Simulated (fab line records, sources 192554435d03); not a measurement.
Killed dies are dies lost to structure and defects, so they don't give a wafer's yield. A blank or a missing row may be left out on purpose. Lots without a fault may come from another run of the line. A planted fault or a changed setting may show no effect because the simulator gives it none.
Chamber matching | flow n5_finfet | N5_BEOL_M7_ETCH_61 on rie_diel-03: 4 sister chambers
The step etches SiARC in CF4, target depth 45.5 nm, time 75.8 s. 7 wafers are shown with their chamber, then 9 later ones without.

WAFERS WITH THEIR CHAMBER
wafer  | chamber | throttle_valve_pct (%) | showerhead_plenum_p_Torr (Torr)
L077.3 | 3       | 15.91                  | 2.06
L078.1 | 1       | 15.72                  | 2.15
L082.4 | 0       | 15.38                  | 2.08
L082.5 | 2       | 15.68                  | 2.04
L084.4 | 2       | 15.70                  | 2.04
L084.5 | 1       | 15.74                  | 2.14
L084.6 | 0       | 15.39                  | 2.08

WAFERS WITHOUT THEIR CHAMBER
wafer  | throttle_valve_pct (%) | showerhead_plenum_p_Torr (Torr)
L088.1 | 15.73                  | 2.04
L088.3 | 15.77                  | 2.14
L088.4 | 15.40                  | 2.08
L091.4 | 15.42                  | 2.08
L091.5 | 15.73                  | 2.04
L091.6 | 15.95                  | 2.05
L096.3 | 15.44                  | 2.07
L096.5 | 16.00                  | 2.04
L096.6 | 15.80                  | 2.14

WHICH CHAMBER EACH WENT THROUGH
wafer  | from the rows above | in truth
L088.1 | 2                   | 2
L088.3 | 1                   | 1
L088.4 | 0                   | 0
L091.4 | 0                   | 0
L091.5 | 2                   | 2
L091.6 | 3                   | 3
L096.3 | 0                   | 0
L096.5 | 3                   | 3
L096.6 | 1                   | 1
Placed correctly: 9 of 9. Can't be placed from these rows: 0. Placed wrongly: 0.
How it was worked out, from the rows above alone: a wafer's distance from a chamber is the root of the sum, over the readings, of the square of ((its reading less the chamber's mean) divided by the reading's scatter). The wafer belongs to the nearest chamber; if the next one is less than 2 further off, it can't be placed. A chamber's mean is the mean of its shown wafers. The scatter: the root of (the sum of the squares of (reading less its chamber's mean) over the shown wafers, divided by (wafers less chambers)).
